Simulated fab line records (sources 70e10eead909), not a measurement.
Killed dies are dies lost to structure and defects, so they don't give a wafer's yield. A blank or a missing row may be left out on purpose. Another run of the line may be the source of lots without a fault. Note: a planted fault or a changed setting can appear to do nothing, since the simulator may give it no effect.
Problem report, 8D (eight disciplines) form, completed by code / flow nand harc / the parts of the form that need people (team, actions taken, sign-off) are left out

== 1. WHAT IS WRONG ==
Mean of killed at periphery at NHARC_END_SORT_01: 223.5 across 4 wafers in 2 lots; on wafers with no fault it is 3.1 (standard deviation 2). That is +99 or more standard deviations from the usual mean.
First observed at day 30 03:14: wafer L222.1, on prober-02. The record has a number at this step for 6 wafers belonging to 2 lots. By rule, "out" or "out of limits" means more than 4 standard deviations away from the usual mean. The rest of the wafers with a number are treated as sound.

== 2. WHAT IT IS; WHAT IT IS NOT ==
question=which readings at this step | is=killed at periphery, defect limited yield, killed dies | is not=killed at array, killed at other, killed open, killed short
question=which lots | is=L221, L222 | is not=-
question=which wafers of those lots | is=L221.1, L221.5, L222.1, L222.3 | is not=L221.2, L222.4
question=read on which gauges | is=prober-01, prober-02 | is not=-
question=when | is=from day 30 03:14 | is not=up to then (0 sound wafers); but 2 sound wafers of L221, L222 came after

== 3. THE SUSPECTS, EACH WITH WHAT RULES IT OUT ==
Counting: a tool at a process step up to the reading stays a suspect if it ran every lot that is out. Sound lots after the first of them don't rule it out here, since some wafers of a struck lot are sound.
- the gauge at NHARC_END_SORT_01 is ruled out. 2 gauges (prober-01, prober-02) read the wafers that are out.
- ecd cu-02 at NHARC_P_M1_ECD_22 (material Cu, target thk 400 nm): kept. It ran every lot that is out, first L221 (day 11 15:52).
- plasma asher-01 at NHARC_THIN_TSV_STRIP_45 (strips in O2): kept. It ran every lot that is out, first L221 (day 29 11:02).
Remaining after the count are ecd cu-02 at NHARC_P_M1_ECD_22 and plasma asher-01 at NHARC_THIN_TSV_STRIP_45.

== 4. THE CAUSE (what the simulator had put in) ==
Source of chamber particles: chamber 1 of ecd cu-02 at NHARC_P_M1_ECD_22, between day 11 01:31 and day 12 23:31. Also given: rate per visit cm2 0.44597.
After counting, 2 suspects remain, this tool included.

== 5. THE CHAIN OF EFFECTS, in route order ==
One row per reading whose mean, taken over the struck wafers that have a number, lies over 3 standard deviations from the usual. Scope: only readings with a usual standard deviation given in the record; hours: median across lots of the time from each lot's start at the first step in this table that gives one to its start at this step; sigmas: change in usual standard deviations.
hours=0; step=NHARC_END_SORT_01; reading=defect limited yield; usual=90 %; on struck wafers=61; change=-29; sigmas=-7.0
hours=0; step=NHARC_END_SORT_01; reading=killed at periphery; usual=3.1; on struck wafers=223.5; change=+220.4; sigmas=+99 or more
hours=0; step=NHARC_END_SORT_01; reading=killed dies; usual=67; on struck wafers=262; change=+195; sigmas=+7.0

== 6. HOW IT WOULD HAVE BEEN CAUGHT EARLIER ==
The first out-of-limits reading at a measuring or inspecting step in this record came at day 30 03:14, 458 hours after the fault's start at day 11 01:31.
By day 30 03:14, every lot that is out (2) had started NHARC_P_M1_ECD_22 on ecd cu-02. Holding the tool at that point would not have protected any of them.
